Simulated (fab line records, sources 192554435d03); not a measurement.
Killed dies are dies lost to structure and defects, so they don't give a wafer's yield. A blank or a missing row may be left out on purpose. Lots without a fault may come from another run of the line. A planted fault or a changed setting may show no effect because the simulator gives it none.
Which tool did it? | flow n5_finfet | 6 lots, 18 wafers sampled, at 3 steps of a route of 1938

WHAT THE GAUGES READ, wafer by wafer
N5_PASSIVATION_CD_MEAS_30: target cd 4000 nm.
lot  | measured     | on        | cd_nm (nm)
L608 | day 12 19:41 | cd_sem-01 | 3999.7 3997.6 4000.5
L615 | day 14 11:13 | cd_sem-02 | 4000.7 3999.6 4001.5
L624 | day 16 11:01 | cd_sem-01 | 4001.6 4001.7 4000.0
L625 | day 17 06:56 | cd_sem-02 | 3999.3 4003.2 3998.2
L627 | day 17 15:50 | cd_sem-03 | 4003.4 3998.3 4003.6
L629 | day 18 09:44 | cd_sem-03 | 3998.3 4000.7 3999.7

WHICH TOOL RAN EACH LOT (tool, then ch and the chambers of the sampled wafers, then the start)
lot  | N5_BEOL_M3_CVD_47                | N5_PASSIVATION_PRE_CLEAN_19
L608 | cvd_co-01 ch 0,1,2, day 7 13:29  | pvd_sputter-03, day 12 18:58
L615 | cvd_co-02 ch 1,2, day 9 09:20    | pvd_sputter-03, day 14 10:37
L624 | cvd_co-02 ch 1,2, day 11 18:01   | pvd_sputter-03, day 16 10:16
L625 | cvd_co-01 ch 0,1,2, day 12 03:08 | pvd_sputter-02, day 17 06:20
L627 | cvd_co-01 ch 0,2, day 12 23:37   | pvd_sputter-03, day 17 15:06
L629 | cvd_co-01 ch 1,2, day 13 16:51   | pvd_sputter-03, day 18 09:07
- N5_BEOL_M3_CVD_47: deposits Co from CCTBA/H2, target thk 3 nm, time 223.8 s.
- N5_PASSIVATION_PRE_CLEAN_19

THE ANSWER, worked out from the rows above alone
Rule: what is usual is taken from the lots themselves. Put in order of their means at a reading, lots are off if they are a third of the lots or fewer, leave a main group of 4 or more, and stand apart from it by a gap of 3 or more times the standard deviation of the main group's means; of several such gaps the widest counts. A main group whose means are all the same, to the digits that the tables above print for the reading, isn't used. A lot without any number at a reading at which 4 lots or more have one is off too. The other lots that the step has rows for count as sound.
No lot is off at any reading shown: from this, nothing can be told.

WHAT THE SIMULATOR HAD PUT IN
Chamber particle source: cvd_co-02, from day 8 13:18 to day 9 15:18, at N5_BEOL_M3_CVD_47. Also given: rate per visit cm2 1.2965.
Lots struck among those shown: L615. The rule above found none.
